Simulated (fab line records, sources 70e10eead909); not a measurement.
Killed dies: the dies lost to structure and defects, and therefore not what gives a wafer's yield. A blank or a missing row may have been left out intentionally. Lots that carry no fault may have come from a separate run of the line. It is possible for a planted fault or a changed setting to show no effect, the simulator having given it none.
A struck lot beside a sound one || flow nand_harc || 40 steps out of a route of 1159
Sound: wafers L676.1, L676.4, L676.6. Struck: wafer L694.3 (L694.1, L694.6, from the same lot, were not struck and are left out); the cause is given at the end.
Order at every step that has rows: each side's tool, ch and its chambers, its first start. Under that, the readings that differ: sound wafers || struck wafers || difference of the means || sigmas: that difference in standard deviations of wafers without a fault.
alike: same words and numbers on both sides, and readings whose means sit less than 2 such deviations apart. not compared: any withheld reading, any reading some wafer has no value for, any bound like >300 that may hide the same value, and any number with overlapping values for which the record gives no deviation.
Wherever a step has rows on one side only, a row that says differs or no value, or a row with sigmas, the two part there. Non-overlapping numbers with no deviation appear without sigmas and do not part them. A reading missing from all wafers of one side parts the sides only when that side holds two or more wafers.

first, 6 steps without rows for these wafers: NHARC_A_BLC_COAT_04 (resist thk 90 nm); NHARC_A_BLC_SOFTBAKE_05 (time 55 s); NHARC_A_BLC_EBR_06; NHARC_A_BLC_EXPOSE_07 (exposes mask A BLC, target cd 100 nm); NHARC_A_BLC_PEB_08 (peb time 65 s); NHARC_A_BLC_DEVELOP_09 (develop time 35 s).
NHARC_A_BLC_CD_MEAS_10 targets a cd of 100 nm.
  sound on cd_sem-01 ch 0, day 18 07:04; struck on cd_sem-02 ch 0, day 22 09:25
  alike: cd_nm
NHARC_A_BLC_OVL_MEAS_11:
  struck on overlay-01, day 22 09:30; sound on overlay-01, day 18 07:09
  alike: overlay_x_nm, overlay_y_nm
NHARC_A_BLC_INSPECT_12:
  struck on defect_inspect-02, day 22 09:32; sound on defect_inspect-01, day 18 07:11
  alike: raw_defect_count
then, 3 steps without rows for these wafers: NHARC_A_BLC_DESCUM_15 (chemistry O2, time 3 s); NHARC_A_BLC_ETCH_16 (etches the open film in CF4, target depth 39 nm, time 65 s); NHARC_A_BLC_ETCH_17 (etches the open film in N2/H2, target depth 390 nm, time 609.38 s).
NHARC_A_BLC_ETCH_18: etches the open film in C4F8/O2/Ar, target depth 910 nm.
  sound on rie_diel-02 ch 0,2, day 18 07:53; struck on rie_diel-08 ch 1, day 22 10:30
  alike: oes_product_au, rf_vpp_V
  not compared: rf_hours_counter_h
NHARC_A_BLC_CD_MEAS_19:
  struck on cd_sem-02, day 22 10:52; sound on cd_sem-03, day 18 08:13
{"reading": "cd_nm (nm)", "sound": "94 98 96", "struck": 106, "difference": "+10", "sigmas": "+3"}
NHARC_A_BLC_STRIP_29: strips in CF4.
  sound on rie_diel-08 ch 0,2,3, day 18 08:19; struck on rie_diel-02 ch 1, day 22 10:56
  alike: drypump_motor_current_A, oes_product_au, rf_vpp_V, showerhead_plenum_p_Torr, throttle_valve_pct
  not compared: rf_hours_counter_h
then, 4 steps without rows for these wafers: NHARC_A_BLC_STRIP_21 (strips in O2); NHARC_A_BLC_STRIP_22 (strips in post etch residue remover, time 600 s); NHARC_A_BLC_DEGAS_30 (time 60 s); NHARC_A_BLC_PRE_CLEAN_31 (time 15 s).
NHARC_A_BLC_PVD_32: deposits Ti, target thk 5 nm, time 17.7 s.
  sound on pvd_sputter-02; struck on pvd_sputter-03
  alike: throttle_valve_pct
NHARC_A_BLC_ALD_23: deposits TiN, target thk 3 nm, pulse time 1 s, ald cycles 150.
  sound on ald_metal-04 ch 0,2, day 18 09:08; struck on ald_metal-01 ch 2, day 22 11:43
  alike: heater_power_outer_w, heater_power_w, precursor_pulse_height_rel
NHARC_A_BLC_CVD_24: deposits W, target thk 150 nm, time 434 s.
  sound: cvd_w-01 ch 0,1; struck: cvd_w-02 ch 1
  alike: heater_power_outer_w, heater_power_w, mfc_h2_sccm, throttle_valve_pct
then, 12 steps without rows for these wafers: NHARC_A_BLC_CMP_25 (polishes, t overpolish 30 s, target thk 150 nm); NHARC_A_BLC_SRD_27; NHARC_A_M0_DEP_00 (deposits SiOC, target thk 150 nm); NHARC_A_M0_DEHYDRATE_01 (time 120 s); NHARC_A_M0_HMDS_02 (time 30 s); NHARC_A_M0_COAT_33 (time 65 s); NHARC_A_M0_COAT_03 (resist thk 90 nm); NHARC_A_M0_SOFTBAKE_04 (time 55 s); NHARC_A_M0_EBR_05; NHARC_A_M0_EXPOSE_06 (exposes mask A M0, target cd 80 nm); NHARC_A_M0_PEB_07 (peb time 65 s); NHARC_A_M0_DEVELOP_08 (develop time 35 s).
NHARC_A_M0_CD_MEAS_09 targets a cd of 80 nm.
  sound on cd_sem-03 ch 0, day 18 11:10; struck on cd_sem-01 ch 0, day 22 14:34
  alike: cd_nm
NHARC_A_M0_OVL_MEAS_10: pitch 160 nm.
  struck on overlay-02, day 22 14:40; sound on overlay-02, day 18 11:16
{"reading": "overlay_y_nm (nm)", "sound": "-0.6 -0.9 -0.5", "struck": 2.3, "difference": "+3.0", "sigmas": "+3"}
  alike: overlay_x_nm
then, 1 step without rows for these wafers: NHARC_A_M0_DESCUM_14 (chemistry O2, time 3 s).
NHARC_A_M0_ETCH_34: etches the open film in N2/H2, target depth 40 nm, overetch 12 nm, time 43.94 s.
  sound on rie_diel-13 ch 0,1,3, day 18 11:27; struck on rie_diel-06 ch 3, day 22 14:51
  alike: drypump_motor_current_A, oes_product_au, rf_vpp_V, showerhead_plenum_p_Torr, throttle_valve_pct
  not compared: rf_hours_counter_h
then, 1 step without rows for these wafers: NHARC_A_M0_ETCH_15 (etches the open film in C4F8/Ar, target depth 150 nm, overetch 15 nm, time 82.5 s).
NHARC_END_SORT_01:
  at this point the record logs the struck wafers (prober-02 ch 0, day 24 08:52) and has no rows for the sound ones

== WHERE THEY PART ==
Last at NHARC_END_SORT_01 as far as this record goes, first at NHARC_A_BLC_CD_MEAS_19.

WHY: whatever the simulator had introduced
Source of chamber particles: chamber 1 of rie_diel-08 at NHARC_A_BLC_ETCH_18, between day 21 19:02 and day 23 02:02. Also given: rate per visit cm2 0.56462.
